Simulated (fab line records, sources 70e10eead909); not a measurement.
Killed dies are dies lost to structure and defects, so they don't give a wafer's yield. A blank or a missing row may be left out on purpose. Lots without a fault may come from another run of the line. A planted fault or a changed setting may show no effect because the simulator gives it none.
Which tool did it? | flow nand_harc | 12 lots, 36 wafers sampled, at 4 steps of a route of 1302

WHAT THE GAUGES READ, wafer by wafer
The record holds no reading of a measuring or inspecting step that can be judged against a usual standard deviation.

WHICH TOOL RAN EACH LOT (tool, then ch and the chambers of the sampled wafers, then the start)
lot  | NHARC_A_STAIRCASE_STRIP_254          | NHARC_A_STAIRCASE_DEP_259       | NHARC_A_STAIRCASE_EXPOSE_265      | NHARC_A_STAIRCASE_DESCUM_270
L352 | plasma_asher-01 ch 0,1, day 16 07:27 | pecvd-02 ch 1,2, day 16 10:11   | krf_scanner-02 ch 0, day 16 10:43 | rie_diel-04 ch 1,2,3, day 16 11:06
L351 | plasma_asher-01 ch 0,1, day 16 08:00 | pecvd-02 ch 0,2, day 16 11:42   | krf_scanner-01 ch 0, day 16 12:11 | rie_diel-11 ch 0,1,2, day 16 12:34
L354 | plasma_asher-02 ch 0,1, day 18 01:20 | pecvd-03 ch 0,1,2, day 18 04:04 | krf_scanner-02 ch 0, day 18 04:38 | rie_diel-11 ch 0,1, day 18 05:01
L355 | plasma_asher-01 ch 0,1, day 18 01:49 | pecvd-04 ch 0,1,2, day 18 04:38 | krf_scanner-03 ch 0, day 18 05:10 | rie_diel-03 ch 0,1,2, day 18 05:33
L358 | plasma_asher-02 ch 0,1, day 19 04:37 | pecvd-03 ch 0,1,2, day 19 09:55 | krf_scanner-02 ch 0, day 19 10:31 | rie_diel-04 ch 0,2,3, day 19 10:53
L363 | plasma_asher-02 ch 0,1, day 20 12:32 | pecvd-02 ch 0,1,2, day 20 15:14 | krf_scanner-03 ch 0, day 20 15:49 | rie_diel-04 ch 0,3, day 20 16:11
L361 | plasma_asher-02 ch 0,1, day 20 15:54 | pecvd-04 ch 0,1,2, day 20 18:34 | krf_scanner-02 ch 0, day 20 19:07 | rie_diel-03 ch 0,2, day 20 19:29
L366 | plasma_asher-02 ch 0,1, day 22 02:44 | pecvd-03 ch 0,1, day 22 08:23   | krf_scanner-02 ch 0, day 22 08:58 | rie_diel-04 ch 0,1,3, day 22 09:22
L368 | plasma_asher-01 ch 0,1, day 23 10:05 | pecvd-02 ch 0,1,2, day 23 12:47 | krf_scanner-02 ch 0, day 23 13:23 | rie_diel-11 ch 1,2,3, day 23 13:46
L370 | plasma_asher-02 ch 0,1, day 24 02:16 | pecvd-04 ch 0,1, day 24 07:39   | krf_scanner-03 ch 0, day 24 08:14 | rie_diel-11 ch 0,2, day 24 08:37
L371 | plasma_asher-02 ch 0,1, day 24 22:49 | pecvd-02 ch 0,1,2, day 25 03:19 | krf_scanner-03 ch 0, day 25 03:55 | rie_diel-03 ch 0,1,2, day 25 04:18
L374 | plasma_asher-01 ch 0,1, day 25 18:19 | pecvd-04 ch 0,2, day 25 22:02   | krf_scanner-01 ch 0, day 25 22:38 | rie_diel-04 ch 0,2, day 25 23:02
- NHARC_A_STAIRCASE_STRIP_254: strips in O2.
- NHARC_A_STAIRCASE_DEP_259: deposits SiON, target thk 30 nm.
- NHARC_A_STAIRCASE_EXPOSE_265: exposes mask CHOP 200.
- NHARC_A_STAIRCASE_DESCUM_270: chemistry O2, time 3 s.

WHAT THE TOOLS THEMSELVES READ (means of the sampled wafers that have a number; where no wafer has one, the mark that the record gives instead)
NHARC_A_STAIRCASE_STRIP_254. Usual: drypump_motor_current_A 6.00 A, standard deviation 0.14; heater_power_w 325 W, standard deviation 38.
lot  | tool            | drypump_motor_current_A (A) | heater_power_w (W) | flag
L352 | plasma_asher-01 | 6.10                        | 347                |
L351 | plasma_asher-01 | 6.10                        | 349                |
L354 | plasma_asher-02 | 5.90                        | 297                |
L355 | plasma_asher-01 | 6.11                        | 349                |
L358 | plasma_asher-02 | 6.01                        | 325                |
L363 | plasma_asher-02 | 6.01                        | 331                |
L361 | plasma_asher-02 | 5.92                        | 298                |
L366 | plasma_asher-02 | 5.89                        | 300                |
L368 | plasma_asher-01 | 6.10                        | 342                |
L370 | plasma_asher-02 | 5.98                        | 332                |
L371 | plasma_asher-02 | 6.00                        | 327                |
L374 | plasma_asher-01 | 6.11                        | 351                |

NHARC_A_STAIRCASE_DEP_259. Usual: chamber_pressure_Torr 3.501 Torr, standard deviation 0.0071; heater_power_w 707 W, standard deviation 97.
lot  | tool     | chamber_pressure_Torr (Torr) | heater_power_w (W) | flag
L352 | pecvd-02 | 3.497                        | 684                |
L351 | pecvd-02 | 3.502                        | 635                |
L354 | pecvd-03 | 3.505                        | 751                |
L355 | pecvd-04 | 3.494                        | 755                |
L358 | pecvd-03 | 3.503                        | 742                |
L363 | pecvd-02 | 3.503                        | 675                |
L361 | pecvd-04 | 3.500                        | 784                |
L366 | pecvd-03 | 3.503                        | 766                |
L368 | pecvd-02 | 3.500                        | 628                |
L370 | pecvd-04 | 3.501                        | 780                |
L371 | pecvd-02 | 3.495                        | 667                |
L374 | pecvd-04 | 3.493                        | 857                |

NHARC_A_STAIRCASE_EXPOSE_265. Usual: exposure_dose_mJ_cm2 25.011, standard deviation 0.024.
lot  | tool           | exposure_dose_mJ_cm2 | flag
L352 | krf_scanner-02 | 25.015               |
L351 | krf_scanner-01 | 25.026               |
L354 | krf_scanner-02 | 25.032               |
L355 | krf_scanner-03 | 25.001               |
L358 | krf_scanner-02 | 25.009               |
L363 | krf_scanner-03 | 24.976               |
L361 | krf_scanner-02 | 23.905               | OFF
L366 | krf_scanner-02 | 23.873               | OFF
L368 | krf_scanner-02 | 23.882               | OFF
L370 | krf_scanner-03 | 24.984               |
L371 | krf_scanner-03 | 25.030               |
L374 | krf_scanner-01 | 25.004               |

NHARC_A_STAIRCASE_DESCUM_270. Usual: drypump_motor_current_A 5.6 A, standard deviation 0.37; o2_flow_sccm 200.0 sccm, standard deviation 0.59; oes_product_au 0.999 a.u., standard deviation 0.014; rf_vpp_V 57.7 V, standard deviation 0.92; showerhead_plenum_p_Torr 1.91 Torr, standard deviation 0.11; throttle_valve_pct 11.311 %, standard deviation 0.0082.
lot  | tool        | drypump_motor_current_A (A) | o2_flow_sccm (sccm) | oes_product_au (a.u.) | rf_vpp_V (V) | showerhead_plenum_p_Torr (Torr) | throttle_valve_pct (%) | flag
L352 | rie_diel-04 | 5.5                         | 200.4               | 0.991                 | 57.9         | 1.92                            | 11.316                 |
L351 | rie_diel-11 | 5.8                         | 200.2               | 1.005                 | 57.2         | 1.83                            | 11.303                 |
L354 | rie_diel-11 | 5.7                         | 199.8               | 1.003                 | 57.5         | 1.81                            | 11.312                 |
L355 | rie_diel-03 | 5.6                         | 199.6               | 1.003                 | 58.0         | 1.89                            | 11.312                 |
L358 | rie_diel-04 | 5.4                         | 200.3               | 0.995                 | 58.0         | 1.92                            | 11.318                 |
L363 | rie_diel-04 | 5.3                         | 200.5               | 1.009                 | 57.6         | 1.88                            | 11.308                 |
L361 | rie_diel-03 | 5.9                         | 199.7               | 1.020                 | 59.0         | 2.06                            | 11.311                 |
L366 | rie_diel-04 | 5.6                         | 199.4               | 1.001                 | 58.2         | 1.96                            | 11.314                 |
L368 | rie_diel-11 | 5.7                         | 199.5               | 1.001                 | 57.5         | 1.87                            | 11.313                 |
L370 | rie_diel-11 | 5.6                         | 199.6               | 0.985                 | 58.7         | 1.79                            | 11.315                 |
L371 | rie_diel-03 | 5.6                         | 200.2               | 1.017                 | 57.8         | 1.98                            | 11.314                 |
L374 | rie_diel-04 | 5.5                         | 199.8               | 0.998                 | 58.5         | 1.99                            | 11.306                 |

THE ANSWER, worked out from the rows above alone
Rule: a lot is off if the mean of its wafers that have a number lies more than 3 standard deviations from the usual mean. A lot without any number at a reading at which 4 lots or more have one is off too. The other lots that the step has rows for count as sound. The gauges are gone through in route order, then the tools' own readings, and for those a lot's mean is taken as printed above. The first step at which some lot is off is used, and at that step the reading that is off furthest; a lot without a number counts as furthest.
Off: L361, L366, L368, at NHARC_A_STAIRCASE_EXPOSE_265 (exposure_dose_mJ_cm2).
A tool fits if, at that step or a process step before it, it ran every lot that is off, and no sound lot after the first of them. One fits: krf_scanner-02 at NHARC_A_STAIRCASE_EXPOSE_265. Its last sound lot is L358 (day 19 10:31), its first lot that is off L361 (day 20 19:07): a fault that began between those two fits.
The tool's own readings at NHARC_A_STAIRCASE_EXPOSE_265 bear it out: on the lots that are off they differ by more than 5 times the standard deviation of the sound lots' means. exposure_dose_mJ_cm2 reads 23.887 there against 25.009 on the sound lots.

WHAT THE SIMULATOR HAD PUT IN
Process parameter drift: krf_scanner-02, from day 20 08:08 on, at NHARC_A_STAIRCASE_EXPOSE_265. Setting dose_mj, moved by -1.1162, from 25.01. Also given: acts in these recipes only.
Lots struck among those shown: L361, L366, L368. The rule above found the same.
